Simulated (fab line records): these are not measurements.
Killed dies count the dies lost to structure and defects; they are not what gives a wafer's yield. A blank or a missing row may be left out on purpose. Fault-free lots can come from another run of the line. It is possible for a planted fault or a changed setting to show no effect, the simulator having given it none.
Comparing a struck lot with a sound one -- flow nand_harc -- 21 steps out of a route of 1302
Sound: wafers L114.3, L114.4, L114.5. Struck: wafers L105.2, L105.4 (left out: L105.3, a lot-mate that was not struck); the cause follows at the end.
For every step that has rows: the tool of each side, followed by ch and its chambers, followed by its first start. Under that, the readings that differ: sound wafers -- struck wafers -- difference of the means -- sigmas: that difference in standard deviations of wafers without a fault.
alike: a reading whose means differ by less than 2 such deviations, as well as words and numbers matching on both sides. not compared: withheld readings; readings where some wafer has no value; bounds like >300 that might hide an equal value; numbers whose values overlap and for which the record gives no deviation.
The two part at a step that has a row with sigmas, a row that says differs or no value, or rows on one side only. Numbers that have no deviation but don't overlap get no sigmas and don't part them. A reading that every wafer of one side lacks parts them only if that side has two wafers or more.

first, 4 steps without rows for these wafers: NHARC_P_GATE_PRECLEAN_71 (cleans in SC1); NHARC_P_GATE_SRD_72; NHARC_P_GATE_OXIDE_16 (material SiO2, target thk 3 nm, ox time 392 s); NHARC_P_GATE_CVD_17 (deposits poly-Si, target thk 150 nm, time 900 s).
NHARC_P_GATE_HM_DEP_102: deposits aC, target thk 120 nm.
  sound on acl_dep-03 ch 0, day 12 12:51; struck on acl_dep-02 ch 0, day 8 17:02
  alike: throttle_valve_pct
NHARC_P_GATE_DEP_103: deposits SiON, target thk 30 nm.
  sound on pecvd-02 ch 1,2, day 12 13:20; struck on pecvd-04 ch 0,1, day 8 17:38
  alike: heater_power_outer_w, heater_power_w
then, 6 steps without rows for these wafers: NHARC_P_GATE_DEHYDRATE_18 (time 120 s); NHARC_P_GATE_HMDS_19 (time 30 s); NHARC_P_GATE_COAT_20 (resist thk 90 nm); NHARC_P_GATE_SOFTBAKE_21 (time 55 s); NHARC_P_GATE_EBR_22; NHARC_P_GATE_EXPOSE_23 (exposes mask P GATE, target cd 120 nm).
NHARC_P_GATE_PEB_24: peb time 65 s.
  sound on litho_track-06 ch 0, day 12 13:54; struck on litho_track-06 ch 0, day 8 18:05
then, 1 step without rows for these wafers: NHARC_P_GATE_DEVELOP_25 (develop time 35 s).
NHARC_P_GATE_CD_MEAS_26: target cd 120 nm.
  sound on cd_sem-03 ch 0, day 12 13:59; struck on cd_sem-01 ch 0, day 8 18:10
reading,sound,struck,difference,sigmas
cd_nm (nm),119.8 119.7 118.8,117.0 117.0,-2.4,-4
NHARC_P_GATE_OVL_MEAS_27:
  sound on overlay-01 at day 12 14:04; struck on overlay-02 at day 8 18:15
reading,sound,struck,difference,sigmas
overlay_x_nm (nm),-0.9 -1.0 -0.5,1.2 1.2,+2.0,+2
  alike: overlay_y_nm
NHARC_P_GATE_INSPECT_28:
  sound on defect_inspect-02 at day 12 14:07; struck on defect_inspect-02 at day 8 18:17
  alike: raw_defect_count
NHARC_P_GATE_DESCUM_31: chemistry O2, time 3 s.
  sound on rie_diel-05 ch 1,2, day 12 14:10; struck on rie_diel-02 ch 0,1, day 8 18:20
reading,sound,struck,difference,sigmas
model.P_GATE.cd_nm (nm),119.4 120.1 119,117.5 117.1,-2.2,
  alike: drypump_motor_current_A, oes_product_au, rf_vpp_V, showerhead_plenum_p_Torr, throttle_valve_pct
  not compared: rf_hours_counter_h
NHARC_P_GATE_ETCH_104: etches the open film in CF4/CHF3, target depth 60 nm.
  sound on rie_diel-05 ch 1,2,3, day 12 14:16; struck on rie_diel-02 ch 1,2, day 8 18:27
  alike: drypump_motor_current_A, oes_product_au, rf_vpp_V, showerhead_plenum_p_Torr, throttle_valve_pct
NHARC_P_GATE_HM_OPEN_105: chemistry O2/COS, target depth 360 nm.
  sound: rie_diel-05 ch 2,3; struck: rie_diel-02 ch 1,2
reading,sound,struck,difference,sigmas
model.P_GATE.cd_nm (nm),120.6 120.9 120.2,118.2 118.9,-2.0,
  alike: drypump_motor_current_A, oes_product_au, rf_vpp_V, showerhead_plenum_p_Torr, throttle_valve_pct
  not compared: rf_hours_counter_h
then, 1 step without rows for these wafers: NHARC_P_GATE_STRIP_106 (strips in O2/COS).

WHERE THEY PART
Last at NHARC_P_GATE_OVL_MEAS_27 as far as this record goes, first at NHARC_P_GATE_CD_MEAS_26. Later steps at which nothing parts them and some readings are alike: NHARC_P_GATE_INSPECT_28, NHARC_P_GATE_DESCUM_31, NHARC_P_GATE_ETCH_104, NHARC_P_GATE_HM_OPEN_105.

WHY: what the simulator had put in
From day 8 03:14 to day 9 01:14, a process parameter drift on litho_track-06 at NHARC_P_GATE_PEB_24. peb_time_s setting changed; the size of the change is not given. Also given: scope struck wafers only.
